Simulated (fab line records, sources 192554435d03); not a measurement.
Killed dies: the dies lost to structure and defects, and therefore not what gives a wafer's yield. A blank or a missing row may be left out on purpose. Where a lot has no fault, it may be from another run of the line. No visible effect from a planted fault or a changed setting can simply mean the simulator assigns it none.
Struck lot and sound lot, side by side    flow n5 finfet    14 out of 1938 route steps
Sound: the wafers L591.1, L591.2, L591.3. Wafers L583.1, L583.2, L583.6 were the ones struck. At the end, the cause is stated.
Order at every step that has rows: each side's tool, ch and its chambers, its first start. Under that, the readings that differ: sound wafers    struck wafers    difference of the means    sigmas: that difference in standard deviations of wafers without a fault.
alike: same words and numbers on both sides, and readings whose means sit less than 2 such deviations apart. not compared: any withheld reading, any reading some wafer has no value for, any bound like >300 that may hide the same value, and any number with overlapping values for which the record gives no deviation.
The two part at a step that has a row with sigmas, a row that says differs or no value, or rows on one side only. When numbers do not overlap yet have no deviation, they are printed without sigmas and do not part them. A reading missing from all wafers of one side parts the sides only when that side holds two or more wafers.

N5_BEOL_M0_SAQP_HM_DEP_02: deposits TiN, target thk 12 nm.
  sound on pvd sputter-03, day 8 21:08; struck on pvd sputter-03, day 7 10:17
  alike: throttle valve pct
N5_BEOL_M0_SAQP_PECVD_03: deposits SiCN from 3MS/NH3, target thk 12 nm, time 21.1 s.
  sound on pecvd-04 ch 0,2, day 8 21:16; struck on pecvd-04 ch 1,2, day 7 10:25
  alike: showerhead plenum p Torr, throttle valve pct
then, 1 step without rows for these wafers: N5_BEOL_M0_SAQP_PECVD_96 (deposits a-Si from SiH4/He, target thk 45 nm, time 45.2 s).
N5_BEOL_M0_SAQP_PECVD_97: deposits SiNx from SiH4/NH3/N2, target thk 23 nm, time 19.9 s.
  sound on pecvd-04 ch 0,2, day 8 21:22; struck on pecvd-04 ch 1,2, day 7 10:32
  alike: heater power w, showerhead plenum p Torr, throttle valve pct
N5_BEOL_M0_SAQP_PECVD_04: deposits a-Si from SiH4/He, target thk 60 nm, time 60.2 s.
  sound on pecvd-04 ch 0,2, day 8 21:26; struck on pecvd-04 ch 1,2, day 7 10:35
  alike: heater power w, showerhead plenum p Torr, throttle valve pct
N5_BEOL_M0_SAQP_THK_MEAS_05:
  sound on film metro-02, day 8 21:34; struck on film metro-02, day 7 10:43
  alike: thk nm
N5_BEOL_M0_SAQP_HM_DEP_111: deposits SiO2 from SiH4/N2O, target thk 12 nm, time 7.2 s.
  sound on pecvd-03 ch 0,2, day 8 21:35; struck on pecvd-03 ch 0,2, day 7 10:45
  alike: heater power w, showerhead plenum p Torr
then, 5 steps without rows for these wafers: N5_BEOL_M0_SAQP_COAT_81 (time 60 s, resist thk 100 nm); N5_BEOL_M0_SAQP_COAT_82 (time 60 s, resist thk 30 nm); N5_BEOL_M0_SAQP_COAT_08 (resist thk 90 nm); N5_BEOL_M0_SAQP_EBR_10; N5_BEOL_M0_SAQP_SOFTBAKE_09 (time 60 s).
N5_BEOL_M0_SAQP_EXPOSE_11: exposes mask M0 CORE, target cd 42 nm.
  sound on arfi scanner-03 ch 0, day 8 21:49; struck on arfi scanner-02, day 7 10:56
  no value came back on the struck wafers for dipole opening deg (degrees), exposure dose mJ cm2, na, sigma outer; on the sound wafers dipole opening deg (degrees) reads 40 40 40
  alike: mask
then, 1 step without rows for these wafers: N5_BEOL_M0_SAQP_PEB_12 (peb time 60 s).

## WHERE THEY PART
N5_BEOL_M0_SAQP_EXPOSE_11 only, going by this record.

WHY: what the simulator had put in
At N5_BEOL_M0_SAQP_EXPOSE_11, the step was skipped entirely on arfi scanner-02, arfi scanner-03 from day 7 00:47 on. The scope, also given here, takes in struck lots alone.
